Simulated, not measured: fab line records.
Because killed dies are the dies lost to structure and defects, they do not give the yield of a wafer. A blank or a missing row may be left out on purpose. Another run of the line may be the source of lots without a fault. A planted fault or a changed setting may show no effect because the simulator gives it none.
Chamber matching + flow n5 finfet + N5_BEOL_M0_SAQP_PECVD_03 on pecvd-01: 3 sister chambers
The step deposits SiCN from 3MS/NH3, target thk 12 nm, time 21.1 s. 14 wafers are shown with their chamber, then 7 later ones without.

EACH WAFER AND ITS CHAMBER
| wafer  | chamber | throttle valve pct (%) | rf fwd power W (W) | showerhead plenum p Torr (Torr) |
|--------|---------|------------------------|--------------------|---------------------------------|
| L078.1 | 2       | 8.6                    | 197.9              | 3.679                           |
| L078.2 | 1       | 9.3                    | 197.9              | 3.688                           |
| L078.3 | 0       | 8.8                    | 200.2              | 3.672                           |
| L080.2 | 0       | 8.9                    | 200.7              | 3.663                           |
| L080.5 | 2       | 8.6                    | 199.5              | 3.681                           |
| L080.6 | 0       | 8.7                    | 199.9              | 3.673                           |
| L083.1 | 0       | 8.8                    | 199.3              | 3.690                           |
| L083.3 | 2       | 8.7                    | 199.0              | 3.674                           |
| L083.5 | 0       | 8.8                    | 199.8              | 3.673                           |
| L088.1 | 1       | 9.0                    | 198.7              | 3.682                           |
| L088.3 | 2       | 8.8                    | 200.0              | 3.675                           |
| L088.4 | 1       | 8.9                    | 197.0              | 3.684                           |
| L092.1 | 2       | 8.5                    | 199.5              | 3.691                           |
| L092.2 | 0       | 8.7                    | 199.4              | 3.667                           |

SIGNATURES (averages over the wafers above)
| reading                  | chamber 0 | chamber 1 | chamber 2 | scatter within a chamber |
|--------------------------|-----------|-----------|-----------|--------------------------|
| throttle valve pct       | 8.783     | 9.067     | 8.640     | 0.123                    |
| rf fwd power W           | 199.883   | 197.867   | 199.180   | 0.697                    |
| showerhead plenum p Torr | 3.67300   | 3.68467   | 3.68000   | 0.00756                  |
Rule: distance of a wafer from a chamber = root of the sum over the readings of ((wafer's reading minus chamber's mean) / reading's scatter) squared. If the next closest chamber is less than 2 further off than the closest, the wafer can't be placed; otherwise it belongs to the closest. The scatter: the root of (the sum of the squares of (reading less its chamber's mean) over the shown wafers, divided by (wafers less chambers)).

WAFERS MISSING THEIR CHAMBER
| wafer  | throttle valve pct (%) | rf fwd power W (W) | showerhead plenum p Torr (Torr) |
|--------|------------------------|--------------------|---------------------------------|
| L092.3 | 8.8                    | 198.0              | 3.679                           |
| L093.1 | 9.1                    | 198.0              | 3.673                           |
| L093.2 | 8.9                    | 199.3              | 3.688                           |
| L093.4 | 9.1                    | 198.2              | 3.670                           |
| L097.3 | 8.8                    | 199.8              | 3.673                           |
| L097.4 | 9.2                    | 199.0              | 3.683                           |
| L097.5 | 8.9                    | 199.6              | 3.679                           |

EACH ONE'S CHAMBER
| wafer  | from the rows above          | in truth |
|--------|------------------------------|----------|
| L092.3 | can't be placed: 2 or 1 or 0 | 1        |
| L093.1 | 1                            | 1        |
| L093.2 | can't be placed: 0 or 2 or 1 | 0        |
| L093.4 | can't be placed: 1 or 0      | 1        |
| L097.3 | can't be placed: 0 or 2      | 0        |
| L097.4 | can't be placed: 1 or 0      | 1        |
| L097.5 | can't be placed: 0 or 2 or 1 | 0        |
1 of 7 placed correctly. From these rows, 6 cannot be placed; in 6 the true chamber is one of the candidates. Wrongly placed: 0.
